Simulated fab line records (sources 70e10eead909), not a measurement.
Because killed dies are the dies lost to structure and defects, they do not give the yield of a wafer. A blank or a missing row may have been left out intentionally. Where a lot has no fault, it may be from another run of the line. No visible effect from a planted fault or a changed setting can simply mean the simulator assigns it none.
One fault through the eyes of 3 desks | flow nand harc | every desk sees just its own numbers, and what lay behind them comes last

THE DEFECT DESK
What the inspections along the route counted, lot by lot: means of the sampled wafers that have a number. The brackets show how far a lot's mean lies from the usual mean; more than 4 standard deviations puts the lot out of limits, marked OUT.
Columns: A = raw defect count at NHARC_A_BLC_INSPECT_28, usual 515; B = raw defect count at NHARC_A_M0_INSPECT_11, usual 83
lot  | first seen here | A   | B
L386 | day 24 11:15    | 523 | 79
L391 | day 26 15:05    | 583 | 76
L394 | day 27 04:22    | 487 | 140
L398 | day 28 08:43    | 387 | 77
L400 | day 29 22:50    | 351 | 37
L405 | day 32 06:33    | 472 | 76
Result from this desk: across the 6 lots, nothing is out of limits.

TOOL OWNER'S DESK, litho track-04
The tool's own readings at NHARC_A_M0_PEB_07 (peb time 65 s): means of the sampled wafers that have a number, for each lot that ran on this tool. The brackets show how far a lot's mean lies from the usual mean; more than 4 standard deviations puts the lot out of limits, marked OUT.
Columns: A = heater power total W at NHARC_A_M0_PEB_07, usual 156.7 W; B = plate temp C at NHARC_A_M0_PEB_07, usual 99.97 C
lot  | first seen here | A                | B
L391 | day 26 15:55    | 154.7 (-4.8) OUT | 99.41 (-4.3) OUT
L394 | day 27 05:12    | 155.0 (-4.1) OUT | 99.28 (-5.3) OUT
L400 | day 29 23:40    | 156.6            | 99.91
This desk's verdict: out of limits on L391, L394, starting with L391 at day 26 15:55 (heater power total W at NHARC_A_M0_PEB_07). L400 stayed within limits.

AT THE METROLOGY DESK
What the gauges read for every lot (on any tool): the sampled wafers with a number, averaged. The brackets show how far a lot's mean lies from the usual mean; more than 4 standard deviations puts the lot out of limits, marked OUT.
Columns: A = cd nm at NHARC_A_M0_CD_MEAS_09, usual 80.2 nm; B = overlay x nm at NHARC_A_M0_OVL_MEAS_10, usual -0.1 nm; C = overlay y nm at NHARC_A_M0_OVL_MEAS_10, usual 0.1 nm; D = cd nm at NHARC_A_M0_CD_MEAS_16, usual 80.1 nm
lot  | first seen here | A    | B    | C    | D
L386 | day 24 12:09    | 79.5 | -0.7 | 1.4  | 79.8
L391 | day 26 16:00    | 77.3 | 0.1  | 0.8  | 77.1
L394 | day 27 05:17    | 78.5 | -0.9 | 1.7  | 78.5
L398 | day 28 09:29    | 80.2 | -0.1 | -0.9 | 80.6
L400 | day 29 23:45    | 79.7 | 0.0  | -0.6 | 79.5
L405 | day 32 07:27    | 79.7 | 0.1  | 0.3  | 79.1
Result from this desk: across the 6 lots, nothing is out of limits.

BROUGHT TOGETHER
An alarm could have come from the tool owner's desk at day 26 15:55, on L391, L394.
Nothing out of limits was seen by the defect desk.
The metrology desk saw nothing out of limits.
The defect desk has L391, L394 on record, within its limits.
The metrology desk has L391, L394 on record, within its limits.
All the named lots went through NHARC_A_M0_PEB_07 on litho track-04.

WHAT THE SIMULATOR HAD PUT IN
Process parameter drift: litho track-04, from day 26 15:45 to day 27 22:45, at NHARC_A_M0_PEB_07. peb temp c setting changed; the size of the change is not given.
Shown lots that were struck: L391, L394.
How many hours passed from the start of the fault until each desk's first out-of-limits reading: the tool owner's desk, 0.
